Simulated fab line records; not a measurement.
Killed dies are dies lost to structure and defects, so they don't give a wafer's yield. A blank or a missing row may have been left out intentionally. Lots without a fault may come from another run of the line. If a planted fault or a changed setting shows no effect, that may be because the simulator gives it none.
Comparing a struck lot with a sound one | flow n5 finfet | 16 out of 1938 route steps
Sound: wafers L268.2, L268.4, L268.6. Struck: wafer L275.1 (L275.2, L275.6, from the same lot, were not struck and are left out); the cause is given at the end.
For every step that has rows: the tool of each side, followed by ch and its chambers, followed by its first start. Under that, the readings that differ: sound wafers | struck wafers | difference of the means | sigmas: that difference in standard deviations of wafers without a fault.
alike: a reading whose means differ by less than 2 such deviations, as well as words and numbers matching on both sides. not compared: withheld readings; readings where some wafer has no value; bounds like >300 that might hide an equal value; numbers whose values overlap and for which the record gives no deviation.
The two part at a step that has a row with sigmas, a row that says differs or no value, or rows on one side only. Non-overlapping numbers with no deviation appear without sigmas and do not part them. A reading that every wafer of one side lacks parts them only if that side has two wafers or more.

first, 3 steps without rows for these wafers: N5_HKMG_FIN_STRIP_33 (strips in N2/H2); N5_HKMG_FIN_STRIP_34 (strips in CF4); N5_HKMG_FIN_ETCH_35 (etches SOC in N2/H2, target depth 215.8 nm, time 243.4 s).
N5_HKMG_FIN_STRIP_92: strips SOC in N2/H2, time 20 s.
  sound on rie diel-05 ch 0,1,3, day 5 09:29; struck on rie diel-05 ch 2, day 7 02:38
  reading      | sound          | struck | difference | sigmas
  rf vpp V (V) | 53.8 54.5 55.0 | 51.8   | -2.6       | -3
  alike: drypump motor current A, oes product au, showerhead plenum p Torr, throttle valve pct
  not compared: rf hours counter h
then, 1 step without rows for these wafers: N5_HKMG_FIN_WET_ETCH_18 (etches TiN in SC1, time 55 s, target depth 5.2 nm, rinse time 30 s).
N5_HKMG_FIN_STRIP_19: strips in N2/H2, time 360 s.
  sound on plasma asher-02 ch 0,1, day 5 09:37; struck on plasma asher-01 ch 0, day 7 02:47
  alike: drypump motor current A, heater power w
  not compared: rf hours counter h
N5_HKMG_FIN_ALD_91: deposits TiN, target thk 1 nm, pulse time 1 s, purge time 3 s.
  sound on ald metal-04 ch 0,1,3, day 5 10:01; struck on ald metal-03 ch 3, day 7 03:10
  alike: heater power w, precursor pulse height rel
  not compared: co reactant pulse time s, since wet clean h
then, 2 steps without rows for these wafers: N5_HKMG_FIN_COAT_85 (time 60 s, resist thk 300 nm); N5_HKMG_FIN_ETCH_86 (etches SOC in N2/H2, stops on TiN, target depth 393.2 nm).
N5_HKMG_FIN_STRIP_89: strips SOC in N2/H2, time 20 s.
  sound on rie diel-01 ch 2,3, day 5 10:29; struck on rie diel-05 ch 0, day 7 03:35
  reading      | sound          | struck | difference | sigmas
  rf vpp V (V) | 54.0 54.8 55.5 | 52.9   | -1.9       | -2
  alike: drypump motor current A, oes product au, showerhead plenum p Torr, throttle valve pct
  not compared: rf hours counter h
then, 2 steps without rows for these wafers: N5_HKMG_FIN_WET_ETCH_87 (etches TiN in SC1, time 154.2 s, target depth 4.7 nm, rinse time 30 s); N5_HKMG_FIN_STRIP_88 (strips in N2/H2, time 360 s).
N5_HKMG_FIN_NWFM_ALD_20: deposits TiAlC, target thk 2 nm, pulse time 3 s, purge time 2 s.
  sound on ald metal-01 ch 2,3, day 5 11:04; struck on ald metal-04 ch 2, day 7 04:10
  reading                      | sound    | struck | difference | sigmas
  co reactant pulse time s (s) | 10 10 10 | 9.4703 | -0.5297    |
  alike: heater power w, precursor pulse height rel
  not compared: since wet clean h
N5_HKMG_FIN_ALD_71: deposits TiN, target thk 1 nm, pulse time 1 s, purge time 3 s.
  sound on ald metal-01 ch 2,3, day 5 11:10; struck on ald metal-04 ch 2, day 7 04:16
  alike: heater power w, precursor pulse height rel
  not compared: co reactant pulse time s, since wet clean h
-- here the record skips 4 days between the struck wafers' starts before and after, leaving off in module HKMG_FIN and picking up in module BEOL_M4 (first step shown: number 1111 of the route) --
N5_BEOL_M4_RC_MEAS_101:
  sound on prober-01 ch 0, day 9 15:38; struck on prober-01 ch 0, day 11 01:11
  reading        | sound             | struck | difference | sigmas
  DIBL_P (mV/V)  | 39.9 36.9 37.8    | 34.2   | -4.0       | -2
  IOFF_N (nA/um) | 0.183 0.151 0.158 | 0.122  | -0.042     | -2
  IOFF_P (nA/um) | 0.255 0.204 0.212 | 0.165  | -0.059     | -2
  ION_N (uA/um)  | 678 676 674       | 654    | -22        | -3
  VT_N (mV)      | 251.1 251.3 251.1 | 256.7  | +5.5       | +2
  alike: DIBL_N, ION_P, SS_N, SS_P, VT_P
-- the record jumps here: 4 days lie between the struck wafers' starts before and after (it left off in module BEOL_M4 and takes up again in module PASSIVATION, whose first step shown is number 1936 of the route) --
N5_PASSIVATION_PROBE_49:
  sound: prober-02 at day 14 01:56; struck: prober-01 at day 15 03:13
  reading         | sound | struck | difference | sigmas
  killed at other | 0 2 1 | 8      | +7         | +2
  alike: defect limited yield, killed_at_M0_to_M3, killed_at_M4_up, killed at contacts, killed at front end, killed dies, killed open, killed short, sort_bin_5_function, sort_bin_6_memory, sort n pass, sort yield pct

## WHERE THEY PART
First at N5_HKMG_FIN_STRIP_92; last, within this record, at N5_PASSIVATION_PROBE_49.

WHY: what the simulator had put in
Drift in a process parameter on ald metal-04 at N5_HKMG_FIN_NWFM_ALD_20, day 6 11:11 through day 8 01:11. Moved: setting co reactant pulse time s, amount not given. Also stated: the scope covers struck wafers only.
